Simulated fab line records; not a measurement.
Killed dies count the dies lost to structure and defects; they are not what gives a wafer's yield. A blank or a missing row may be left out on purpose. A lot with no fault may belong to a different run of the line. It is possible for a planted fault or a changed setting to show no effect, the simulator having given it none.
What tool caused it? | flow n5 finfet | 22 lots with 66 wafers sampled at 3 steps, on a route of 1938 steps

WHAT THE GAUGES READ, wafer by wafer
N5_BEOL_M9_INSPECT_13: inspects for defects (brightfield).
lot  | measured     | on                | raw defect count
L074 | day 10 00:51 | defect inspect-02 | 344 548 521
L075 | day 10 03:47 | defect inspect-02 | 454 553 486
L077 | day 10 03:05 | defect inspect-01 | 416 413 387
L076 | day 10 10:26 | defect inspect-02 | 381 640 471
L079 | day 10 20:57 | defect inspect-01 | 286 379 452
L078 | day 10 23:37 | defect inspect-01 | 576 592 490
L080 | day 11 06:00 | defect inspect-01 | 325 288 310
L082 | day 12 06:35 | defect inspect-02 | 529 438 376
L083 | day 12 10:31 | defect inspect-01 | 722 377 445
L084 | day 12 10:41 | defect inspect-01 | 337 295 373
L085 | day 12 23:05 | defect inspect-02 | 302 438 385
L086 | day 13 06:40 | defect inspect-01 | 402 485 451
L087 | day 13 12:32 | defect inspect-02 | 693 436 690
L088 | day 13 12:44 | defect inspect-01 | 359 431 306
L089 | day 13 10:06 | defect inspect-02 | 482 433 368
L090 | day 14 05:57 | defect inspect-02 | 459 661 546
L093 | day 14 10:53 | defect inspect-02 | 448 462 650
L094 | day 14 22:12 | defect inspect-01 | 329 446 528
L095 | day 15 09:26 | defect inspect-02 | 341 511 406
L096 | day 15 11:38 | defect inspect-02 | 373 382 478
L097 | day 15 13:33 | defect inspect-02 | 574 356 434
L091 | day 16 02:11 | defect inspect-02 | 425 357 334

WHAT TOOL EACH LOT RAN ON (gives the tool, then ch and the chambers of the sampled wafers, and finally the start)
lot  | N5_BEOL_M8_CURE_74            | N5_BEOL_M8_ETCH_72
L074 | uv cure-02 ch 1, day 9 15:51  | rie diel-04 ch 1,2,3, day 9 18:57
L075 | uv cure-03 ch 0, day 9 16:11  | rie diel-01 ch 0,2,3, day 9 22:44
L077 | uv cure-03 ch 0, day 9 17:28  | rie diel-04 ch 0,2,3, day 9 22:37
L076 | uv cure-03 ch 1, day 10 00:09 | rie diel-04 ch 1,2,3, day 10 03:33
L079 | uv cure-03 ch 1, day 10 13:26 | rie diel-01 ch 0,1,2, day 10 16:08
L078 | uv cure-01 ch 1, day 10 14:17 | rie diel-04 ch 2,3, day 10 18:05
L080 | uv cure-02 ch 2, day 10 19:06 | rie diel-01 ch 0,1, day 10 22:32
L082 | uv cure-03 ch 1, day 11 20:01 | rie diel-02 ch 1,2,3, day 12 00:58
L083 | uv cure-03 ch 2, day 11 23:53 | rie diel-02 ch 1,2,3, day 12 04:00
L084 | uv cure-02 ch 2, day 12 00:38 | rie diel-04 ch 0,1,2, day 12 04:07
L085 | uv cure-03 ch 0, day 12 14:23 | rie diel-02 ch 1,2,3, day 12 18:31
L086 | uv cure-03 ch 2, day 12 17:58 | rie diel-02 ch 0,2, day 13 00:09
L087 | uv cure-01 ch 1, day 12 23:29 | rie diel-04 ch 0,1, day 13 06:22
L088 | uv cure-02 ch 1, day 12 23:35 | rie diel-02 ch 0,1,3, day 13 06:34
L089 | uv cure-02 ch 2, day 13 00:05 | rie diel-04 ch 0,3, day 13 05:58
L090 | uv cure-03 ch 2, day 13 20:29 | rie diel-02 ch 0,1,3, day 13 23:58
L093 | uv cure-01 ch 0, day 14 00:28 | rie diel-01 ch 2,3, day 14 04:58
L094 | uv cure-01 ch 0, day 14 13:28 | rie diel-02 ch 0,1,2, day 14 16:44
L095 | uv cure-01 ch 1, day 14 22:43 | rie diel-04 ch 0,1,2, day 15 04:50
L096 | uv cure-02 ch 2, day 14 23:31 | rie diel-04 ch 1,3, day 15 05:17
L097 | uv cure-03 ch 0, day 15 04:19 | rie diel-01 ch 2,3, day 15 08:29
L091 | uv cure-02 ch 1, day 15 17:01 | rie diel-01 ch 0,2,3, day 15 20:38
- N5_BEOL_M8_CURE_74: cures SiCOH lowk, time 240 s.
- N5_BEOL_M8_ETCH_72: etches underlayer in N2/H2, target depth 6.5 nm, time 5.2 s.

WHAT THE TOOLS THEMSELVES READ (means of the sampled wafers that have a number; where no wafer has one, the mark that the record gives instead)
N5_BEOL_M8_CURE_74.
lot  | tool       | lamp power pct (%) | wafer_temp_C_max
L074 | uv cure-02 | 52.30              | 386.0
L075 | uv cure-03 | 52.31              | 386.2
L077 | uv cure-03 | 52.28              | 386.3
L076 | uv cure-03 | 52.30              | 386.2
L079 | uv cure-03 | 52.31              | 386.6
L078 | uv cure-01 | 52.30              | 386.8
L080 | uv cure-02 | 52.30              | 387.2
L082 | uv cure-03 | 52.36              | 386.5
L083 | uv cure-03 | 52.29              | 386.7
L084 | uv cure-02 | 52.33              | 387.0
L085 | uv cure-03 | 52.34              | 386.5
L086 | uv cure-03 | 52.27              | 387.0
L087 | uv cure-01 | 52.32              | 387.0
L088 | uv cure-02 | 52.32              | 385.8
L089 | uv cure-02 | 52.28              | 386.9
L090 | uv cure-03 | 52.29              | 386.7
L093 | uv cure-01 | 52.34              | 386.6
L094 | uv cure-01 | 52.28              | 387.2
L095 | uv cure-01 | 52.29              | 386.7
L096 | uv cure-02 | 52.27              | 387.0
L097 | uv cure-03 | 52.30              | 386.0
L091 | uv cure-02 | 52.33              | 386.4

N5_BEOL_M8_ETCH_72.
lot  | tool        | drypump motor current A (A) | etch rf on time s (s) | oes product au (a.u.) | rf vpp V (V) | showerhead plenum p Torr (Torr) | throttle valve pct (%)
L074 | rie diel-04 | 5.7                         | 5.13                  | 0.74                  | 524.5        | 2.57                            | 17.77
L075 | rie diel-01 | 6.1                         | 5.43                  | 0.61                  | 522.8        | 2.49                            | 18.01
L077 | rie diel-04 | 5.6                         | 5.23                  | 0.70                  | 523.8        | 2.56                            | 17.72
L076 | rie diel-04 | 5.7                         | 5.11                  | 0.73                  | 524.1        | 2.57                            | 17.78
L079 | rie diel-01 | 5.9                         | 5.32                  | 0.65                  | 522.4        | 2.48                            | 18.06
L078 | rie diel-04 | 5.7                         | 5.18                  | 0.77                  | 525.5        | 2.58                            | 17.65
L080 | rie diel-01 | 6.0                         | 5.32                  | 0.64                  | 520.7        | 2.47                            | 17.98
L082 | rie diel-02 | 5.9                         | 5.13                  | 0.62                  | 524.4        | 2.55                            | 17.95
L083 | rie diel-02 | 5.9                         | 5.17                  | 0.62                  | 526.4        | 2.55                            | 17.95
L084 | rie diel-04 | 5.6                         | 5.16                  | 0.64                  | 523.8        | 2.54                            | 17.90
L085 | rie diel-02 | 5.9                         | 5.23                  | 0.61                  | 524.5        | 2.54                            | 17.96
L086 | rie diel-02 | 6.5                         | 5.22                  | 0.65                  | 526.1        | 2.61                            | 18.09
L087 | rie diel-04 | 5.4                         | 5.15                  | 0.60                  | 523.6        | 2.52                            | 17.99
L088 | rie diel-02 | 5.7                         | 5.21                  | 0.64                  | 523.8        | 2.53                            | 17.76
L089 | rie diel-04 | 5.4                         | 5.15                  | 0.64                  | 523.0        | 2.53                            | 17.86
L090 | rie diel-02 | 5.7                         | 5.24                  | 0.65                  | 524.7        | 2.53                            | 17.79
L093 | rie diel-01 | 6.0                         | 5.41                  | 0.67                  | 521.9        | 2.49                            | 17.99
L094 | rie diel-02 | 6.2                         | 5.25                  | 0.64                  | 525.1        | 2.56                            | 17.98
L095 | rie diel-04 | 5.6                         | 5.18                  | 0.70                  | 524.1        | 2.52                            | 17.76
L096 | rie diel-04 | 5.6                         | 5.09                  | 0.68                  | 525.4        | 2.55                            | 18.00
L097 | rie diel-01 | 6.3                         | 5.26                  | 0.72                  | 525.2        | 2.53                            | 17.83
L091 | rie diel-01 | 6.1                         | 5.30                  | 0.66                  | 522.0        | 2.48                            | 17.94

THE ANSWER, worked out from the rows above alone
Rule: the usual values come from the lots themselves. Put in order of their means at a reading, lots are off if they are a third of the lots or fewer, leave a main group of 4 or more, and stand apart from it by a gap of 3 or more times the standard deviation of the main group's means; of several such gaps the widest counts. A main group whose means are all the same, to the digits that the tables above print for the reading, isn't used. Also off: a lot with no number at a reading for which 4 or more lots have one. Where the step has rows for the other lots, those lots are counted as sound. Order of review: gauges by route order, followed by the tools' own readings, for which a lot's mean as printed above is used. At the first step where some lot is off, the reading lying furthest off is the one used; lots without a number count as furthest.
No lot is off at any reading shown: from this, nothing can be told.

WHAT THE SIMULATOR PUT IN
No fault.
